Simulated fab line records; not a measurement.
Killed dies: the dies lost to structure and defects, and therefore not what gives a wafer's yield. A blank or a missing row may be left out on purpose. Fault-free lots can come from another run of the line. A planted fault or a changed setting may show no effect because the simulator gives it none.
Matching of chambers    flow n5_finfet    N5_BEOL_M7_ETCH_66 on rie_diel-02 has 4 sister chambers
The step etches SOC in N2/H2, target depth 80 nm, overetch 16 nm, time 120 s. 16 wafers are shown with their chamber, then 8 later ones without.

## WAFERS, EACH WITH ITS CHAMBER
wafer   chamber  drypump_motor_current_A (A)  showerhead_plenum_p_Torr (Torr)  rf_vpp_V (V)
L978.2  3        5.9                          2.54                             524
L978.4  2        5.1                          2.43                             521
L978.6  3        5.9                          2.54                             524
L980.2  0        5.3                          2.69                             528
L980.3  2        5.1                          2.43                             520
L980.4  3        5.9                          2.54                             525
L986.1  3        5.9                          2.53                             525
L986.5  3        5.9                          2.53                             524
L986.6  0        5.3                          2.69                             527
L988.1  0        5.3                          2.69                             527
L988.5  0        5.2                          2.69                             527
L988.6  3        5.9                          2.53                             524
L991.1  2        5.1                          2.42                             520
L991.2  1        6.3                          2.43                             522
L991.3  3        5.9                          2.53                             524
L990.1  0        5.3                          2.68                             527

SIGNATURES (averages over the wafers above)
reading                   chamber 0  chamber 1  chamber 2  chamber 3  scatter within a chamber
drypump_motor_current_A   5.280      6.300      5.100      5.900      0.0258
showerhead_plenum_p_Torr  2.6880     2.4300     2.4267     2.5343     0.00515
rf_vpp_V                  527.20     522.00     520.33     524.29     0.491
Rule: for each reading, subtract the chamber's mean from the wafer's reading, divide by that reading's scatter and square the result; add these up over the readings and take the root, which gives the wafer's distance from the chamber. The wafer belongs to the nearest chamber; if the next one is less than 2 further off, it can't be placed. The scatter is the square root of a quotient: the sum, over the shown wafers, of each reading's squared deviation from its chamber's mean, divided by wafers minus chambers.

## WAFERS WITHOUT THEIR CHAMBER
wafer   drypump_motor_current_A (A)  showerhead_plenum_p_Torr (Torr)  rf_vpp_V (V)
L990.3  5.9                          2.53                             525
L990.5  5.1                          2.42                             520
L992.2  5.1                          2.42                             520
L992.3  6.3                          2.43                             521
L992.4  5.2                          2.68                             527
L993.2  5.9                          2.53                             524
L993.3  5.1                          2.42                             519
L993.5  6.3                          2.43                             520

## THE CHAMBER EACH PASSED THROUGH
wafer   from the rows above  in truth
L990.3  3                    3
L990.5  2                    2
L992.2  2                    2
L992.3  1                    1
L992.4  0                    0
L993.2  3                    3
L993.3  2                    2
L993.5  1                    1
Correctly placed: 8 of 8. Number that these rows cannot place: 0. 0 placed wrongly.
